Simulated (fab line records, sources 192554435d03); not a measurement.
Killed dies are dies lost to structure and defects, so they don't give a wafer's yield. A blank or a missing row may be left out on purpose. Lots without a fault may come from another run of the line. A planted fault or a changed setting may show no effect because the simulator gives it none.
Split-lot experiment | flow n5_finfet | 7 lots, 21 wafers read, on a route of 1938 steps

THE SPLIT
At N5_BEOL_M4_DESCUM_16 (chemistry O2, time 7 s), the setting time_s was moved away from the recipe's 7 s on 8 of the 21 wafers read, by -22.0% to +19.9%. The other wafers ran this setting at the recipe's value.

FROM THE SPLIT TO THE READING: what the file shows between them, 1 step
- N5_BEOL_M4_ETCH_74: etches underlayer in N2/H2, target depth 6.5 nm, time 5.2 s

THE READING
CAR-EUV_of_BEOL_M4_COAT_05.thk_nm (the simulator's own value, which no gauge read), in nm, at N5_BEOL_M4_ETCH_63 (etches SiARC in CF4, target depth 15.6 nm, time 26 s). The file gives no usual value for it. The 13 wafers here that ran the recipe average 11.2 nm, standard deviation 0.11 nm.

wafer  | tool, chamber at the split | time_s as run, s | against the recipe | CAR-EUV_of_BEOL_M4_COAT_05.thk_nm, nm | against lot-mates on the recipe
L077.1 | rie_diel-02, 2             | 7                | recipe             | 11.4                                  | -
L077.2 | rie_diel-02, 3             | 6.343            | -9.4%              | 11.8                                  | +0.5
L077.5 | rie_diel-02, 0             | 7                | recipe             | 11.2                                  | -
L078.1 | rie_diel-01, 2             | 7                | recipe             | 11.2                                  | -
L078.5 | rie_diel-01, 2             | 7                | recipe             | 11.2                                  | -
L078.6 | rie_diel-01, 3             | 5.463            | -22.0%             | 11.8                                  | +0.6
L081.3 | rie_diel-01, 1,3,0         | 7                | recipe             | 11.2                                  | -
L081.5 | rie_diel-01, 1,3,0         | 7                | recipe             | 11.2                                  | -
L081.4 | rie_diel-01, 1,3,0         | 7                | recipe             | 11                                    | -
L083.1 | rie_diel-01, 2             | 7                | recipe             | 11.2                                  | -
L083.3 | rie_diel-01, 1,0           | 8.39             | +19.9%             | 10.6                                  | -0.6
L083.4 | rie_diel-01, 1,0           | 8.39             | +19.9%             | 10.4                                  | -0.8
L087.2 | rie_diel-01, 0             | 5.675            | -18.9%             | 11.8                                  | +0.7
L087.3 | rie_diel-01, 3,1           | 7                | recipe             | 11                                    | -
L087.4 | rie_diel-01, 3,1           | 7                | recipe             | 11.2                                  | -
L091.3 | rie_diel-02, 2             | 7                | recipe             | 11.4                                  | -
L091.4 | rie_diel-02, 0             | 7                | recipe             | 11.2                                  | -
L091.6 | rie_diel-02, 1             | 7                | recipe             | 11.2                                  | -
L096.2 | rie_diel-04, 0             | 6.534            | -6.7%              | 11.6                                  | no lot-mate on the recipe
L096.3 | rie_diel-04, 1             | 6.534            | -6.7%              | 11.4                                  | no lot-mate on the recipe
L096.5 | rie_diel-04, 1             | 6.534            | -6.7%              | 11.4                                  | no lot-mate on the recipe
Where a row lists several chambers, the file gives one row for several wafers and doesn't say which wafer went through which chamber.

THE FIT
A straight line over all 21 wafers: CAR-EUV_of_BEOL_M4_COAT_05.thk_nm changes by -0.0341 nm for each +1% of time_s; r = -0.93; the points scatter about the line by 0.13 nm.
The same after taking each lot's own level away (the mean of its wafers on the recipe; 18 wafers): -0.0343 nm for each +1%; r = -0.96; scatter 0.1 nm.
On that fit, the largest move of time_s shifts the reading by 0.75 nm.
The lots' own levels span 11.10 to 11.30 nm, that is 1.8 times the standard deviation above.
So the lot-to-lot level changes the slope little: the two slopes agree.
Check: with one of the wafers moved furthest among these (-22.0%) left out of the fit, the line predicts +0.829 nm for it against its lot-mates. It came out at +0.6 nm against them.

THE WHOLE CHAIN: every reading that the file lists as answering this split, in the file's order
step                 | what it does                                                | reading                                                                            | change (the file's fit)                | r (the file's)
N5_BEOL_M4_DESCUM_16 | chemistry O2, time 7 s                                      | CAR-EUV_of_BEOL_M4_COAT_05.thk_nm (the simulator's own value, which no gauge read) | -0.0313 nm for each +1% of the setting | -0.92
N5_BEOL_M4_ETCH_74   | etches underlayer in N2/H2, target depth 6.5 nm, time 5.2 s | CAR-EUV_of_BEOL_M4_COAT_05.thk_nm (the simulator's own value, which no gauge read) | -0.0326 nm for each +1% of the setting | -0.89
N5_BEOL_M4_ETCH_63   | etches SiARC in CF4, target depth 15.6 nm, time 26 s        | CAR-EUV_of_BEOL_M4_COAT_05.thk_nm (the simulator's own value, which no gauge read) | -0.034 nm for each +1% of the setting  | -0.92

THE FILE'S OWN FIT
CAR-EUV_of_BEOL_M4_COAT_05.thk_nm changes by -0.034 nm for each +1% of time_s, r = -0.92.
